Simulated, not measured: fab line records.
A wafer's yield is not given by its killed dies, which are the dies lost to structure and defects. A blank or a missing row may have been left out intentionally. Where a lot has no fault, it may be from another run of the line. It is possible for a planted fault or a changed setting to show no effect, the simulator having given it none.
fab line records -- flow nandHarc
record lots=5, wafers=15, lastDay=32
route steps=1302 shown A_CHANNEL_HOLE_D2@608 A_CHANNEL_FILL_D2@610
lots that met no fault: taken from a fault-free run of the same line
startH: hours from the record's opening day to when the first of the lot's shown wafers began -- waitH: time in hours since the lot's previous step -- " the same as in the row above -- L1.1+2: a row that stands for several wafers -- - no value, or no start was given -- * or withheld: withheld -- < > ~ a bound
route shown NAME@n: names a module that has steps shown in the file, with the first one's number in the route -- usual: the fault-free wafers' mean and standard deviation -- same: alike in all rows -- chamber/n: place in a boat -- sites: readings site by site -- _std_site: their standard deviation -- _edge_site: mean of outer sites minus mean of inner sites -- radiusMm: for every site, how far away it sits from the centre of the wafer -- mask NAME#n: copy n -- behind: the most recent tool/chamber to have shaped the wafer -- hold: cause of the lot's hold/its duration in hours/its outcome -- device: whichever transistor did not switch (one of n, p or np) -- end of line: tests run on the same wafers once the route is complete -- a step with no rows: only its recipe -- killed: the dies lost at the first sort to structure and to defects; this is not the yield of the wafer -- map: the dies of a wafer, with x for killed, . for not killed, _ for no die there
set.NAME: the run value of the setting; set.NAME@STEP: its run value at that earlier step -- model.NAME: the simulator's own value behind a step, which no gauge read
a table for each step, a row for each wafer; lots at some steps of the route
services: from which hour (startH, from the record's first day; less than 0 if before it) a tool's chamber was out of use, for how many hours, and why
## steps
# step NHARC_A_CHANNEL_HOLE_D2_XSEM_32
# recipe landingEnergyEv=35000
# usual botCdNm=74.6/1.7, bowNm=8.59/0.23, tiltDeg=0.08/0.043
lot.wafer,tool,chamber,startH,waitH,botCdNm,bowNm,tiltDeg
L635.1,xsem-02,0,317.98,0.1,75.8,8.84,0.02
L635.4,xsem-02,0,317.98,0.1,71.0,8.82,0.02
L635.5,xsem-02,0,317.98,0.1,73.8,8.87,0.02
L641.1,xsem-02,0,380.82,0.1,74.7,8.57,0.06
L641.3,xsem-02,0,380.82,0.1,72.5,8.60,0.06
L641.6,xsem-02,0,380.82,0.1,72.0,8.61,0.06
L651.2,xsem-02,0,481.80,0.1,76.3,8.75,0.08
L651.4,xsem-02,0,481.80,0.1,73.7,8.74,0.08
L651.6,xsem-02,0,481.80,0.1,74.7,8.65,0.08
L655.1,xsem-02,0,507.29,0.1,74.8,8.68,0.04
L655.2,xsem-02,0,507.29,0.1,77.4,8.72,0.04
L655.4,xsem-02,0,507.29,0.1,76.5,8.62,0.04
L654.1,xsem-01,0,507.91,0.1,74.3,8.72,0.18
L654.4,xsem-01,0,507.91,0.1,74.9,8.70,0.18
L654.6,xsem-01,0,507.91,0.1,74.7,8.59,0.18
# step NHARC_A_CHANNEL_HOLE_D2_INSPECT_40
# usual rawDefectCount=300/100
lot.wafer,tool,chamber,startH,waitH,rawDefectCount
L635.1,defectInspect-01,-,318.08,-,285
L635.4,defectInspect-01,-,318.08,-,350
L635.5,defectInspect-01,-,318.08,-,365
L641.1,defectInspect-02,-,380.92,-,328
L641.3,defectInspect-02,-,380.92,-,343
L641.6,defectInspect-02,-,380.92,-,267
L651.2,defectInspect-02,-,481.89,-,246
L651.4,defectInspect-02,-,481.89,-,298
L651.6,defectInspect-02,-,481.89,-,256
L655.1,defectInspect-01,-,507.39,-,287
L655.2,defectInspect-01,-,507.39,-,293
L655.4,defectInspect-01,-,507.39,-,351
L654.1,defectInspect-01,-,508.01,-,226
L654.4,defectInspect-01,-,508.01,-,258
L654.6,defectInspect-01,-,508.01,-,267
# step NHARC_A_CHANNEL_FILL_D2_PRECLEAN_00
# recipe timeS=*, tempC=50, bathAgeMin=0, chemistry=SC1
# step NHARC_A_CHANNEL_FILL_D2_SRD_01
# step NHARC_A_CHANNEL_FILL_D2_ALD_02
# recipe targetThkA=60, pulseTimeS=10, aldCycles=60, tempC=300, material=SiO2
# usual heaterPowerOuterW=268/27, heaterPowerW=479/49, precursorPulseHeightRel=1.000/0.02
lot.wafer,tool,chamber,startH,waitH,heaterPowerOuterW,heaterPowerW,precursorPulseHeightRel
L635.4,aldHk-04,2,318.35,-,297,574,1.003
L635.1,aldHk-04,3,318.35,-,271,485,1.013
L635.5,aldHk-04,2,318.35,-,308,572,0.976
L641.3,aldHk-04,1,381.12,-,304,485,0.984
L641.1,aldHk-04,0,381.12,-,298,509,0.999
L641.6,aldHk-04,2,381.12,-,311,564,1.004
L651.2,aldHk-04,0,483.53,-,298,496,0.984
L651.4,aldHk-04,2,483.53,-,306,582,0.983
L651.6,aldHk-04,0,483.53,-,289,487,0.985
L655.2,aldHk-04,1,507.59,-,311,513,1.025
L655.4,aldHk-04,3,507.59,-,252,464,0.969
L655.1,aldHk-04,0,507.59,-,286,499,0.981
L654.1,aldHk-02,1,508.35,-,291,501,1.009
L654.4,aldHk-02,2,508.35,-,232,387,1.010
L654.6,aldHk-02,3,508.35,-,254,452,1.007
# step NHARC_A_CHANNEL_FILL_D2_ALD_03
# recipe targetThkA=60, pulseTimeS=60, aldCycles=58, tempC=630, pressureTorr=2, material=SiNx
# step NHARC_A_CHANNEL_FILL_D2_ALD_14
# recipe targetThkA=25, pulseTimeS=10, aldCycles=25, tempC=300, material=SiO2
# step NHARC_A_CHANNEL_FILL_D2_ALD_15
# recipe targetThkA=20, pulseTimeS=60, aldCycles=19, tempC=630, pressureTorr=2, material=SiNx
# usual precursorPulseHeightRel=0.996/0.018
lot.wafer,tool,chamber,startH,waitH,precursorPulseHeightRel
L635.1,aldSinBatch-01,0,-,-,0.994
L635.4,aldSinBatch-01,0,-,-,0.995
L635.5,aldSinBatch-01,0,-,-,1.022
L641.1,aldSinBatch-02,0,-,-,1.012
L641.3,aldSinBatch-02,0,-,-,0.958
L641.6,aldSinBatch-02,0,-,-,0.968
L651.2,aldSinBatch-02,0,-,-,0.996
L651.4,aldSinBatch-02,0,-,-,0.980
L651.6,aldSinBatch-02,0,-,-,0.980
L654.1,aldSinBatch-02,0,-,-,0.998
L654.4,aldSinBatch-02,0,-,-,1.026
L654.6,aldSinBatch-02,0,-,-,0.995
L655.1,aldSinBatch-02,0,-,-,1.016
L655.2,aldSinBatch-02,0,-,-,1.008
L655.4,aldSinBatch-02,0,-,-,0.981
# step NHARC_A_CHANNEL_FILL_D2_ALD_16
# recipe targetThkA=15, pulseTimeS=10, aldCycles=15, tempC=300, material=SiO2
# usual heaterPowerOuterW=273/28, heaterPowerW=485/50, precursorPulseHeightRel=1.002/0.019
lot.wafer,tool,chamber,startH,waitH,heaterPowerOuterW,heaterPowerW,precursorPulseHeightRel
L635.1,aldHk-02,3,330.61,0.0,227,424,1.027
L635.4,aldHk-02,0,330.61,0.0,250,453,1.043
L635.5,aldHk-02,3,330.61,0.0,232,409,0.993
L641.3,aldHk-04,2,393.41,0.1,306,569,0.990
L641.1,aldHk-04,3,393.41,0.1,269,488,0.990
L641.6,aldHk-04,1,393.41,0.1,302,498,0.991
L651.4,aldHk-04,1,495.76,0.2,305,522,1.051
L651.2,aldHk-04,2,495.76,0.2,312,565,0.968
L651.6,aldHk-04,0,495.76,0.2,297,484,0.999
L655.4,aldHk-04,2,520.75,0.1,301,581,0.991
L655.2,aldHk-04,3,520.75,0.1,249,442,0.983
L655.1,aldHk-04,0,520.75,0.1,295,493,1.018
L654.4,aldHk-04,2,520.91,0.2,295,579,0.993
L654.1,aldHk-04,3,520.91,0.2,256,468,0.997
L654.6,aldHk-04,1,520.91,0.2,313,510,1.020
# step NHARC_A_CHANNEL_FILL_D2_ANNEAL_17
# recipe tempC=850, timeS=1800
# step NHARC_A_CHANNEL_FILL_D2_CVD_18
# recipe targetThkA=30, tempC=550, material=poly-Si
# step NHARC_A_CHANNEL_FILL_D2_ETCHBACK_19
# recipe targetDepthA=50, timeS=1.7, hbrFlowSccm=150, cl2FlowSccm=50, rfW=400, icpW=400, biasW=100, chemistry=HBr/Cl2
# usual drypumpMotorCurrentA=5.8/0.36, oesProductAu=0.995/0.016, rfFwdPowerW=390.7/1.4, throttleValvePct=26.406/0.0078
lot.wafer,tool,chamber,startH,waitH,drypumpMotorCurrentA,oesProductAu,rfFwdPowerW,rfHoursCounterH,throttleValvePct
L635.1,rieSi-02,1,342.40,0.4,5.7,0.989,391.6,0.32,26.410
L635.4,rieSi-02,2,342.40,0.4,6.2,1.019,390.9,0.40,26.395
L635.5,rieSi-02,3,342.40,0.4,6.4,0.980,389.7,-,26.410
L641.3,rieSi-05,0,405.21,0.4,5.5,1.002,389.2,0.39,26.409
L641.1,rieSi-05,1,405.21,0.4,5.8,1.016,393.2,0.62,26.403
L641.6,rieSi-05,0,405.21,0.4,5.5,0.998,388.7,-,26.408
L651.4,rieSi-04,3,508.27,0.4,5.3,1.025,392.4,0.87,26.398
L651.2,rieSi-04,1,508.27,0.4,5.9,0.999,391.8,0.92,26.401
L651.6,rieSi-04,3,508.27,0.4,5.3,1.019,390.4,-,26.403
L655.2,rieSi-02,3,532.56,0.4,6.3,0.989,389.4,0.36,26.408
L655.1,rieSi-02,0,532.56,0.4,5.7,0.983,388.2,0.34,26.398
L655.4,rieSi-02,2,532.56,0.4,6.2,1.024,389.3,0.44,26.425
L654.1,rieSi-05,3,532.57,0.4,5.1,1.013,390.3,0.32,26.409
L654.4,rieSi-05,1,532.57,0.4,5.8,0.992,395.1,0.35,26.395
L654.6,rieSi-05,3,532.57,0.4,5.1,1.006,390.5,-,26.402
# step NHARC_A_CHANNEL_FILL_D2_ETCHBACK_20
# recipe targetDepthA=270, timeS=13.5, c4f8FlowSccm=withheld, o2FlowSccm=8, arFlowSccm=withheld, rfW=600, biasW=1500, chemistry=C4F8/O2/Ar
# usual oesProductAu=0.988/0.024, rfFwdPowerW=586.8/2.9, rfVppV=978/6.2
lot.wafer,tool,chamber,startH,waitH,oesProductAu,rfFwdPowerW,rfHoursCounterH,rfVppV
L635.4,rieDiel-05,1,342.52,-,0.987,584.2,2,972
L635.1,rieDiel-05,2,342.52,-,0.985,593.4,2,983
L635.5,rieDiel-05,0,342.52,-,0.993,591.8,-,987
L641.3,rieDiel-08,1,405.36,-,0.941,590.4,1,973
L641.1,rieDiel-08,2,405.36,-,1.199,827.9,1,987
L641.6,rieDiel-08,3,405.36,-,0.977,587.2,-,978
L651.4,rieDiel-05,1,508.39,-,1.009,584.1,2,971
L651.2,rieDiel-05,2,508.39,-,1.001,588.7,2,980
L651.6,rieDiel-05,1,508.39,-,1.004,585.6,-,971
L655.1,rieDiel-08,0,532.68,-,0.933,583.2,4,974
L655.2,rieDiel-08,2,532.68,-,0.947,585.2,4,987
L655.4,rieDiel-08,3,532.68,-,0.961,589.8,4,978
L654.1,rieDiel-05,2,532.68,-,1.001,588.1,2,982
L654.4,rieDiel-05,1,532.68,-,0.982,582.3,3,972
L654.6,rieDiel-05,2,532.68,-,0.994,589.6,-,981
# step NHARC_A_CHANNEL_FILL_D2_STRIP_28
# recipe timeS=20, o2FlowSccm=500, arFlowSccm=0, biasW=0, chemistry=O2
## services
tool,chamber,startH,hours,kind
rieSi-05,-,305.00,9.0,pm
rieDiel-05,1,306.42,2.3,repair
rieSi-04,1,310.54,9.6,repair
rieSi-05,3,319.40,1.7,repair
rieSi-04,-,342.00,9.0,pm
aldHk-02,-,349.95,10.0,pm
rieSi-05,0,366.56,11.4,repair
rieDiel-08,-,367.80,9.0,pm
xsem-01,-,374.00,14.0,pm
rieSi-05,2,374.97,1.1,repair
aldHk-02,-,387.72,1.7,repair
rieDiel-05,-,406.60,9.0,pm
rieDiel-08,3,408.57,4.6,repair
rieSi-04,3,422.64,2.9,repair
rieDiel-05,2,433.32,5.8,repair
aldSinBatch-02,-,441.96,4.9,repair
rieDiel-08,1,444.38,6.2,repair
rieDiel-08,-,448.75,5.8,repair
rieSi-02,-,454.00,9.0,pm
rieDiel-05,1,469.06,2.0,repair
rieSi-05,-,482.00,9.0,pm
aldSinBatch-01,-,489.44,67.1,repair
rieDiel-05,1,521.31,8.0,repair
aldHk-02,-,527.95,10.0,pm
## key
firstSign step=NHARC_A_CHANNEL_FILL_D2_ETCHBACK_20, reading=rfFwdPowerW, direction=up, sigmas=82, usual=*, struck=*
effect step=NHARC_A_CHANNEL_FILL_D2_ETCHBACK_20, reading=oesProductAu, direction=up, sigmas=9, usual=0.988, struck=1.199
metAt NHARC_A_CHANNEL_FILL_D2_ETCHBACK_20
struckWafers L641.1
testerLeftOut L641
fault kind=processParameterDrift, tool=rieDiel-08, chamber=2, onsetH=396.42, steps=NHARC_A_CHANNEL_FILL_D2_ETCHBACK_20, channel=rfW, offset=*, shape=step, endH=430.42, actsIn=*, stated=*
# testerLeftOut: of these lots the tester's yield and bins aren't shown, on N5 and GAA mostly nor the transistor test; their killed dies are dies lost to structure and defects alone, not to doping, threshold or leakage, so they don't give the yield
